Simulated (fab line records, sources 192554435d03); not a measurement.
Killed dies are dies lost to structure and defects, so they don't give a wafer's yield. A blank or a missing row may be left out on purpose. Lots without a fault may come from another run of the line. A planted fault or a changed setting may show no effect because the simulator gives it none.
fab line records | flow n5_finfet
record lots=7 wafers=21
route steps=1938 shown BEOL_M4@1031 BEOL_M6@1224 BEOL_M7@1309 BEOL_M9@1405
start_h: hours from the record's first day to the start of the lot's first wafer shown | wait_h: hours since the lot's step before | " the same as in the row above | L1.1+2: a row that stands for several wafers | - no value, or no start given | * or withheld: withheld | < > ~ a bound
route shown NAME@n: a module of which the file shows steps, and the number in the route of the first | usual: mean/standard deviation of fault-free wafers | same: alike in all rows | chamber/n: place in a boat | sites: the reading at each site | _std_site: their standard deviation | _edge_site: outer sites' mean less inner sites' | radius_mm: how far each site lies from the wafer's centre | mask NAME#n: copy n | behind: the tool/chamber that last shaped the wafer | hold: why the lot was held/for how many hours/how that ended | device: the transistor (n, p or np) that didn't switch | end of line: the same wafers' tests at the end of the route | a step without rows: its recipe alone | killed: dies lost to structure and defects at the first sort, not the wafer's yield | map: a wafer's dies, x killed, . not, _ none there
set.NAME: the setting as run; set.NAME@STEP: as run at that earlier step | model.NAME: the simulator's own value behind a step, which no gauge read
lots whose settings were changed on purpose; a table a step, a row a wafer
## steps
# step N5_BEOL_M4_EXPOSE_08
# recipe mask_id=M4 na=0.33 source_shape=dipole sigma_inner=0.369 sigma_outer=0.767 polarization=unpolarized dose_mj=41.25
# columns lot.wafer tool chamber start_h wait_h mask set.dose_mj
L077.2+3+5 euv_scanner-01 0 184.05 - M4#0 41.25
L083.1+4 euv_scanner-01 0 216.39 - M4#0 44.29
L083.5 " 0 " " M4#0 41.25
L085.1+2+4 euv_scanner-01 0 232.10 - M4#0 41.25
L086.3+4 euv_scanner-02 0 245.28 - M4#0 39.03
L086.6 " 0 " " M4#0 41.25
L089.1+6 euv_scanner-02 0 251.89 - M4#0 40.03
L089.5 " 0 " " M4#0 41.25
L095.1 euv_scanner-01 0 287.24 - M4#0 44.31
L095.2+6 " 0 " " M4#0 41.25
L094.2+4 euv_scanner-02 0 289.51 - M4#0 41.25
L094.3 " 0 " " M4#0 42.74
# step N5_BEOL_M4_PEB_09
# recipe peb_temp_c=100 peb_time_s=60 resist=CAR-EUV
# step N5_BEOL_M4_DEVELOP_10
# recipe develop_time_s=30 developer=TMAH resist=CAR-EUV rinse_liquid=surfactant_rinse dry=air_spin dev_temp_c=23
# step N5_BEOL_M4_CD_MEAS_11
# recipe target_cd_nm=16.79 landing_energy_ev=500 detector=se_inlens polarity=opening
# usual cd_nm=16.83/0.27
# columns lot.wafer tool chamber start_h wait_h set.dose_mj@BEOL_M4_EXPOSE_08 cd_nm
L077.2 cd_sem-03 0 184.18 - 41.25 16.44
L077.3 " 0 " " 41.25 16.47
L077.5 " 0 " " 41.25 17.12
L083.1 cd_sem-01 0 216.52 - 44.29 18.19
L083.4 " 0 " " 44.29 18.26
L083.5 " 0 " " 41.25 17.01
L085.1 cd_sem-01 0 232.23 - 41.25 17.23
L085.2 " 0 " " 41.25 17.54
L085.4 " 0 " " 41.25 16.81
L086.3 cd_sem-03 0 245.40 - 39.03 15.48
L086.4 " 0 " " 39.03 15.90
L086.6 " 0 " " 41.25 16.50
L089.1 cd_sem-03 0 252.02 - 40.03 15.88
L089.5 " 0 " " 41.25 16.57
L089.6 " 0 " " 40.03 16.09
L095.1 cd_sem-01 0 287.37 - 44.31 18.52
L095.2 " 0 " " 41.25 17.09
L095.6 " 0 " " 41.25 17.07
L094.2 cd_sem-03 0 289.63 - 41.25 17.10
L094.3 " 0 " " 42.74 18.04
L094.4 " 0 " " 41.25 16.88
# step N5_BEOL_M4_DESCUM_16
# recipe chemistry=O2 time_s=7 source_power_w=50 bias_power_w=20 pressure_mtorr=20 rf_frequency_hz=2.712e+07 temp_c=40 resist=CAR-EUV o2_flow_sccm=225
# step N5_BEOL_M4_ETCH_74
# recipe chemistry=N2/H2 target=underlayer target_depth_a=65 mask_material=CAR-EUV time_s=5.2 ion_energy_ev=200 pressure_mtorr=30 source_w=840 bias_w=150 n2_flow_sccm=200 h2_flow_sccm=200 ends=cleared
# columns lot.wafer tool chamber start_h wait_h set.dose_mj@BEOL_M4_EXPOSE_08 model.BEOL_M4.cd_offset_nm
L077.2+5 rie_diel-03 3 184.34 0.0 41.25 -0.2
L077.3 " 0 " " 41.25 0
L083.1 rie_diel-01 3 216.68 0.0 44.29 1.4
L083.4 " 1 " " 44.29 1.2
L083.5 " 3 " " 41.25 0
L085.1 rie_diel-01 1 232.39 0.0 41.25 0
L085.2 " 0 " " 41.25 0.4
L085.4 " 3 " " 41.25 0.2
L086.3 rie_diel-03 0 245.69 0.0 39.03 -1.4
L086.4 " 1 " " 39.03 -1.2
L086.6 " 0 " " 41.25 -0.2
L089.1 rie_diel-03 2 252.24 0.0 40.03 -1
L089.5 " 1 " " 41.25 0
L089.6 " 0 " " 40.03 -0.6
L095.1 rie_diel-04 1 287.60 0.0 44.31 2
L095.2+6 " 3 " " 41.25 0.4
L094.2 rie_diel-04 3 290.36 0.0 41.25 0.4
L094.3 " 0 " " 42.74 1
L094.4 " 2 " " 41.25 0.2
# step N5_BEOL_M4_ETCH_63
# recipe chemistry=CF4 target=SiARC target_depth_a=156 mask_material=CAR-EUV time_s=26 ion_energy_ev=80 pressure_mtorr=40 source_w=545 bias_w=36 Ar_flow_sccm=100 cf4_flow_sccm=100 ends=cleared
# columns lot.wafer tool chamber start_h wait_h set.dose_mj@BEOL_M4_EXPOSE_08 model.BEOL_M4.cd_offset_nm
L077.2 rie_diel-03 3 184.35 0.0 41.25 -0.2
L077.3+5 " 0,3 " " 41.25 0
L083.1+4 rie_diel-01 3,1 216.69 0.0 44.29 1.4
L083.5 " 3 " " 41.25 0.2
L085.1 rie_diel-01 1 232.41 0.0 41.25 -0.2
L085.2+4 " 0,3 " " 41.25 0.2
L086.3 rie_diel-03 0 245.71 0.0 39.03 -1.2
L086.4 " 1 " " 39.03 -1
L086.6 " 0 " " 41.25 0
L089.1 rie_diel-03 2 252.26 0.0 40.03 -0.8
L089.5 " 1 " " 41.25 0.2
L089.6 " 0 " " 40.03 -0.6
L095.1 rie_diel-04 1 287.62 0.0 44.31 1.8
L095.2+6 " 3 " " 41.25 0.4
L094.2 rie_diel-04 3 290.38 0.0 41.25 0.4
L094.3 " 0 " " 42.74 0.8
L094.4 " 2 " " 41.25 0.2
# step N5_BEOL_M4_ETCH_64
# recipe chemistry=N2/H2 target=SOC target_depth_a=750 overetch_a=225 mask_material=SiARC temp_c=40 time_s=121.9 ion_energy_ev=200 pressure_mtorr=30 source_w=840 bias_w=150 n2_flow_sccm=200 h2_flow_sccm=200
# columns lot.wafer tool chamber start_h wait_h set.dose_mj@BEOL_M4_EXPOSE_08 model.BEOL_M4.cd_offset_nm
L077.2 rie_diel-03 3 184.38 0.0 41.25 0
L077.3+5 " 0,3 " " 41.25 0.2
L083.1+4 rie_diel-01 3,1 216.72 0.0 44.29 1.4
L083.5 " 3 " " 41.25 0
L085.1 rie_diel-01 1 232.44 0.0 41.25 -0.2
L085.2 " 0 " " 41.25 0.6
L085.4 " 3 " " 41.25 0.2
L086.3 rie_diel-03 0 245.74 0.0 39.03 -1
L086.4 " 1 " " 39.03 -0.8
L086.6 " 0 " " 41.25 0
L089.1 rie_diel-03 2 252.29 0.0 40.03 -1.2
L089.5 " 1 " " 41.25 0.2
L089.6 " 0 " " 40.03 -0.6
L095.1 rie_diel-04 1 287.65 0.0 44.31 1.8
L095.2+6 " 3 " " 41.25 0
L094.2 rie_diel-04 3 290.41 0.0 41.25 0
L094.3 " 0 " " 42.74 1.2
L094.4 " 2 " " 41.25 0.2
# step N5_BEOL_M4_STRIP_65
# recipe chemistry=N2/H2 temp_c=40 n2_flow_sccm=200 h2_flow_sccm=200 rf_frequency_hz=6e+07
# step N5_BEOL_M4_STRIP_75
# recipe chemistry=N2/H2 temp_c=40 n2_flow_sccm=200 h2_flow_sccm=200 rf_frequency_hz=6e+07
# step N5_BEOL_M4_STRIP_66
# recipe chemistry=CF4 resist=SiARC power_w=300 bias_power_w=75 pressure_mtorr=50 cf4_flow_sccm=150 rf_frequency_hz=6e+07
# step N5_BEOL_M4_HM_OPEN_17
# recipe chemistry=Cl2/BCl3 target_depth_a=200 overetch_a=60 target=TiN mask_material=SOC ion_energy_ev=150 pressure_mtorr=10 icp_w=1000 bias_w=126 Cl2_flow_sccm=53.25 bcl3_flow_sccm=21.75 Ar_flow_sccm=25
# columns lot.wafer tool chamber start_h wait_h set.dose_mj@BEOL_M4_EXPOSE_08 model.BEOL_M4.cd_offset_nm
L077.2+5 rie_metal-02 1 184.55 0.0 41.25 -0.2
L077.3 " 0 " " 41.25 0.4
L083.1+4 rie_metal-03 1 216.89 0.0 44.29 1
L083.5 " 1 " " 41.25 -0.2
L085.1 rie_metal-02 0 232.62 0.0 41.25 0
L085.2+4 " 1,0 " " 41.25 0.4
L086.3 rie_metal-02 1 245.94 0.1 39.03 -1.4
L086.4 " 0 " " 39.03 -0.6
L086.6 " 0 " " 41.25 0.2
L089.1 rie_metal-02 1 252.46 0.0 40.03 -1.4
L089.5 " 0 " " 41.25 0.4
L089.6 " 1 " " 40.03 -0.8
L095.1 rie_metal-01 0 287.82 0.0 44.31 1.8
L095.2 " 1 " " 41.25 -0.2
L095.6 " 1 " " 41.25 0
L094.2 rie_metal-01 0 290.58 0.0 41.25 0
L094.3 " 0 " " 42.74 1.2
L094.4 " 1 " " 41.25 0.2
# step N5_BEOL_M4_STRIP_19
# recipe chemistry=O2 power_w=400 temp_c=40 pressure_mtorr=30 rf_frequency_hz=6e+07 bias_power_w=0 overash_fraction=0.2 o2_flow_sccm=225
# step N5_BEOL_M4_CD_MEAS_18
# recipe pitch_nm=36 target_cd_nm=18
# usual cd_nm=18.1/0.34
# columns lot.wafer tool chamber start_h wait_h set.dose_mj@BEOL_M4_EXPOSE_08 cd_nm
L077.2 cd_sem-02 - 184.74 0.1 41.25 18.1
L077.3 " - " " 41.25 18.3
L077.5 " - " " 41.25 18.0
L083.1 cd_sem-01 - 217.16 0.0 44.29 19.5
L083.4 " - " " 44.29 18.9
L083.5 " - " " 41.25 18.0
L085.1 cd_sem-01 - 232.80 0.0 41.25 18.2
L085.2 " - " " 41.25 18.3
L085.4 " - " " 41.25 18.5
L086.3 cd_sem-02 - 246.15 0.1 39.03 17.0
L086.4 " - " " 39.03 17.2
L086.6 " - " " 41.25 17.8
L089.1 cd_sem-02 - 252.64 0.0 40.03 16.8
L089.5 " - " " 41.25 18.2
L089.6 " - " " 40.03 17.1
L095.1 cd_sem-01 - 288.00 0.0 44.31 19.4
L095.2 " - " " 41.25 17.7
L095.6 " - " " 41.25 17.8
L094.2 cd_sem-03 - 290.82 0.1 41.25 18.3
L094.3 " - " " 42.74 19.0
L094.4 " - " " 41.25 17.9
# step N5_BEOL_M4_COAT_67
# recipe resist=SOC temp_c=250 time_s=60 spin_rpm=1500 resist_thk_nm=60
# step N5_BEOL_M4_COAT_68
# recipe resist=SiARC temp_c=220 time_s=60 spin_rpm=1500 resist_thk_nm=12
# step N5_BEOL_M4_PRECLEAN_42
# recipe chemistry=residue_remover time_s=60 temp_c=40
# step N5_BEOL_M4_SRD_43
# recipe time_s=30 temp_c=23 rinse_liquid=diw dry=ipa_marangoni
# step N5_BEOL_M4_CD_MEAS_35
# recipe target_cd_nm=18 target_cd_y_nm=22.4 polarity=opening
# usual cd_nm=18.0/0.43
# columns lot.wafer tool chamber start_h wait_h set.dose_mj@BEOL_M4_EXPOSE_08 cd_nm
L077.2 cd_sem-03 - 192.10 0.0 41.25 17.5
L077.3 " - " " 41.25 18.9
L077.5 " - " " 41.25 18.2
L083.1 cd_sem-01 - 221.32 0.0 44.29 19.1
L083.4 " - " " 44.29 19.6
L083.5 " - " " 41.25 17.3
L085.1 cd_sem-03 - 239.29 0.0 41.25 18.2
L085.2 " - " " 41.25 18.4
L085.4 " - " " 41.25 18.2
L086.3 cd_sem-02 - 252.09 0.0 39.03 16.7
L086.4 " - " " 39.03 17.3
L086.6 " - " " 41.25 17.9
L089.1 cd_sem-02 - 259.37 0.0 40.03 16.7
L089.5 " - " " 41.25 17.9
L089.6 " - " " 40.03 17.2
L095.1 cd_sem-01 - 291.96 0.0 44.31 20.1
L095.2 " - " " 41.25 18.0
L095.6 " - " " 41.25 17.9
L094.2 cd_sem-02 - 293.56 0.0 41.25 17.9
L094.3 " - " " 42.74 19.2
L094.4 " - " " 41.25 18.3
# step N5_BEOL_M6_EXPOSE_25
# recipe mask_id=V5 na=0.33 source_shape=annular sigma_inner=0.4 sigma_outer=0.8 polarization=unpolarized target_cd_nm=40 dose_mj=45
# columns lot.wafer tool chamber start_h wait_h mask set.dose_mj
L077.2+3+5 euv_scanner-02 0 211.33 - V5#0 45
L083.1+5 euv_scanner-01 0 242.91 - V5#0 47.59
L083.4 " 0 " " V5#0 45
L085.1+2+4 euv_scanner-01 0 261.51 - V5#0 45
L086.3+6 euv_scanner-02 0 276.42 - V5#0 43.95
L086.4 " 0 " " V5#0 45
L089.1+5 euv_scanner-01 0 285.10 - V5#0 45
L089.6 " 0 " " V5#0 42.53
L095.1+2 euv_scanner-02 0 312.94 - V5#0 42.92
L095.6 " 0 " " V5#0 45
L094.2+4 euv_scanner-02 0 316.41 - V5#0 47.34
L094.3 " 0 " " V5#0 45
# step N5_BEOL_M6_PEB_26
# recipe peb_temp_c=100 peb_time_s=60 resist=CAR-EUV
# step N5_BEOL_M6_DEVELOP_27
# recipe develop_time_s=30 developer=TMAH resist=CAR-EUV rinse_liquid=surfactant_rinse dry=air_spin dev_temp_c=23
# step N5_BEOL_M6_DESCUM_33
# recipe chemistry=O2 time_s=7 source_power_w=50 bias_power_w=20 pressure_mtorr=20 rf_frequency_hz=2.712e+07 temp_c=40 resist=CAR-EUV o2_flow_sccm=225
# columns lot.wafer tool chamber start_h wait_h set.dose_mj@BEOL_M6_EXPOSE_25 model.BEOL_M6.cd_nm
L077.2+3+5 rie_diel-04 1,3,1 211.77 0.2 45 40
L083.1+5 rie_diel-03 2,0 243.34 0.2 47.59 41.2
L083.4 " 2 " " 45 40
L085.1+2 rie_diel-03 3,0 262.16 0.4 45 40.2
L085.4 " 1 " " 45 39.8
L086.3+6 rie_diel-03 1 276.83 0.2 43.95 39.4
L086.4 " 0 " " 45 40.2
L089.1+5 rie_diel-04 1,0 285.57 0.2 45 40
L089.6 " 1 " " 42.53 38.6
L095.1 rie_diel-03 2 313.20 0.0 42.92 39.2
L095.2 " 3 " " 42.92 38.8
L095.6 " 0 " " 45 40.4
L094.2+4 rie_diel-01 3,1 316.92 0.3 47.34 40.8
L094.3 " 0 " " 45 40
# step N5_BEOL_M6_ETCH_72
# recipe chemistry=N2/H2 target=underlayer target_depth_a=65 mask_material=CAR-EUV time_s=5.2 ion_energy_ev=200 pressure_mtorr=30 source_w=840 bias_w=150 n2_flow_sccm=200 h2_flow_sccm=200 ends=cleared
# columns lot.wafer tool chamber start_h wait_h set.dose_mj@BEOL_M6_EXPOSE_25 model.BEOL_M6.cd_nm
L077.2+3 rie_diel-04 1,3 211.80 0.0 45 40
L077.5 " 1 " " 45 40.2
L083.1 rie_diel-03 2 243.38 0.0 47.59 41.2
L083.4 " 2 " " 45 40
L083.5 " 0 " " 47.59 41
L085.1+4 rie_diel-03 3,1 262.20 0.0 45 39.8
L085.2 " 0 " " 45 40.2
L086.3+6 rie_diel-03 1 276.87 0.0 43.95 39.4
L086.4 " 0 " " 45 40.2
L089.1+5 rie_diel-04 1,0 285.61 0.0 45 40
L089.6 " 1 " " 42.53 38.6
L095.1 rie_diel-03 2 313.23 0.0 42.92 39
L095.2 " 3 " " 42.92 38.8
L095.6 " 0 " " 45 40.6
L094.2+4 rie_diel-01 3,1 316.96 0.0 47.34 40.8
L094.3 " 0 " " 45 40
# step N5_BEOL_M6_VIA_ETCH_34
# recipe chemistry=C4F6/O2 target=SiCOH_lowk target_depth_a=1263 mask_material=SOC taper_deg=4 time_s=50.9 ion_energy_ev=250 pressure_mtorr=30 source_w=345 bias_w=185 Ar_flow_sccm=300 C4F6_flow_sccm=10 O2_flow_sccm=10
# columns lot.wafer tool chamber start_h wait_h set.time_s model.etch.depth_nm model.SOC_of_BEOL_M6_COAT_63.thk_nm
L077.2 rie_diel-04 1 211.95 0.0 50.9 127.5 53.8
L077.3 " 3 " " 55.82 133.7 53.4
L077.5 " 1 " " 55.82 140.7 53
L083.1 rie_diel-03 2 243.52 0.0 50.9 127.7 54.2
L083.4 " 2 " " 50.9 128.1 54.2
L083.5 " 0 " " 61.95 151.4 53
L085.1 rie_diel-03 0 262.34 0.0 50.9 125.2 54
L085.2 " 3 " " 50.9 129.8 53.8
L085.4 " 0 " " 50.9 124.8 54
L086.3 rie_diel-03 1 277.01 0.0 55.54 137.8 53.6
L086.4 " 0 " " 55.54 135.2 53.6
L086.6 " 1 " " 50.9 125.9 54.2
L089.1 rie_diel-04 1 285.75 0.0 50.9 125 54
L089.5 " 0 " " 50.9 124.4 54.2
L089.6 " 1 " " 54.07 130.8 53.6
L095.1 rie_diel-03 2 313.38 0.0 50.9 126.3 53.8
L095.2 " 3 " " 42 106.5 55
L095.6 " 0 " " 50.9 124.6 53.8
L094.2 rie_diel-01 3 317.10 0.0 50.9 123.5 54
L094.3 " 0 " " 42.81 109.7 54.6
L094.4 " 1 " " 50.9 127.2 53.6
# step N5_BEOL_M7_ETCH_41
# recipe chemistry=CH3F/O2 target=SiCN target_depth_a=319 taper_deg=2 time_s=57.8 ion_energy_ev=120 mask_material=TiN pressure_mtorr=30 source_w=395 bias_w=75 Ar_flow_sccm=150 CH3F_flow_sccm=30 O2_flow_sccm=20
# usual rf_vpp_V=296.6/1.8
# columns lot.wafer tool chamber start_h wait_h set.source_w rf_vpp_V
L077.2 rie_diel-06 2 - - 362 306.0
L077.3 " 0 " " 395 298.8
L077.5 " 0 " " 395 299.2
L083.1 rie_diel-05 1 - - 395 294.3
L083.4 " 0 " " 395 298.4
L083.5 " 3 " " 395 298.8
L085.1 rie_diel-05 2 - - 395 296.5
L085.2 " 1 " " 395 294.8
L085.4 " 3 " " 395 298.0
L086.3 rie_diel-06 0 - - 373.6 304.7
L086.4 " 1 " " 395 296.4
L086.6 " 0 " " 395 298.4
L089.1 rie_diel-05 0 - - 426.9 287.5
L089.5 " 2 " " 426.9 286.5
L089.6 " 1 " " 395 296.6
L095.1 rie_diel-05 3 - - 460.4 284.7
L095.2 " 1 " " 460.4 281.4
L095.6 " 2 " " 395 294.8
L094.2 rie_diel-06 2 - - 395 298.7
L094.3 " 1 " " 395 300.1
L094.4 " 0 " " 395 297.0
# step N5_BEOL_M9_HM_DEP_02
# recipe material=TiN target_thk_a=200 temp_c=25 chamber_pressure_pa=0.49996
# columns lot.wafer tool chamber start_h wait_h set.target_thk_a model.TiN_of_BEOL_M9_HM_DEP_02.thk_nm
L077.2+5 pvd_sputter-03 - 238.74 1.1 200 20
L077.3 " - " " 212 21.4
L083.1+4+5 pvd_sputter-03 - 263.24 0.9 200 19.8
L085.1+4 pvd_sputter-01 - 290.44 1.5 200 19.6
L085.2 " - " " 200 19.8
L086.3 pvd_sputter-02 - 297.76 0.6 175.3 17.4
L086.4 " - " " 200 20.4
L086.6 " - " " 200 20
L089.1 pvd_sputter-02 - 303.06 0.6 200 20
L089.5 " - " " 177.3 17.8
L089.6 " - " " 177.3 17.4
L095.1 pvd_sputter-01 - 336.09 3.3 200 20
L095.2 " - " " 193.2 19.8
L095.6 " - " " 193.2 19.6
L094.2 pvd_sputter-01 - 345.99 3.3 200 19.8
L094.3 " - " " 186 18.4
L094.4 " - " " 186 18.6
## key
split step=N5_BEOL_M4_EXPOSE_08 setting=dose_mj stated=41.25 by=wafer
response step=N5_BEOL_M4_CD_MEAS_11 reading=cd_nm change=+0.184 per=1% r=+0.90
response step=N5_BEOL_M4_ETCH_74 reading=model.BEOL_M4.cd_offset_nm change=+0.202 per=1% r=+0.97
response step=N5_BEOL_M4_ETCH_63 reading=model.BEOL_M4.cd_offset_nm change=+0.185 per=1% r=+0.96
response step=N5_BEOL_M4_ETCH_64 reading=model.BEOL_M4.cd_offset_nm change=+0.223 per=1% r=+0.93
response step=N5_BEOL_M4_HM_OPEN_17 reading=model.BEOL_M4.cd_offset_nm change=+0.236 per=1% r=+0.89
response step=N5_BEOL_M4_CD_MEAS_18 reading=cd_nm change=+0.199 per=1% r=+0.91
response step=N5_BEOL_M4_CD_MEAS_35 reading=cd_nm change=+0.266 per=1% r=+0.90
split step=N5_BEOL_M6_EXPOSE_25 setting=dose_mj stated=45 by=wafer
response step=N5_BEOL_M6_DESCUM_33 reading=model.BEOL_M6.cd_nm change=+0.231 per=1% r=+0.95
response step=N5_BEOL_M6_ETCH_72 reading=model.BEOL_M6.cd_nm change=+0.238 per=1% r=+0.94
split step=N5_BEOL_M6_VIA_ETCH_34 setting=time_s stated=50.9 by=wafer
response step=N5_BEOL_M6_VIA_ETCH_34 reading=model.etch.depth_nm change=+1.06 per=1% r=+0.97
response step=N5_BEOL_M6_VIA_ETCH_34 reading=model.SOC_of_BEOL_M6_COAT_63.thk_nm change=-0.0595 per=1% r=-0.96
split step=N5_BEOL_M7_ETCH_41 setting=source_w stated=395 by=wafer
response step=N5_BEOL_M7_ETCH_41 reading=rf_vpp_V change=-0.845 per=1% r=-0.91
split step=N5_BEOL_M9_HM_DEP_02 setting=target_thk_a stated=200 by=wafer
response step=N5_BEOL_M9_HM_DEP_02 reading=model.TiN_of_BEOL_M9_HM_DEP_02.thk_nm change=+0.213 per=1% r=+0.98
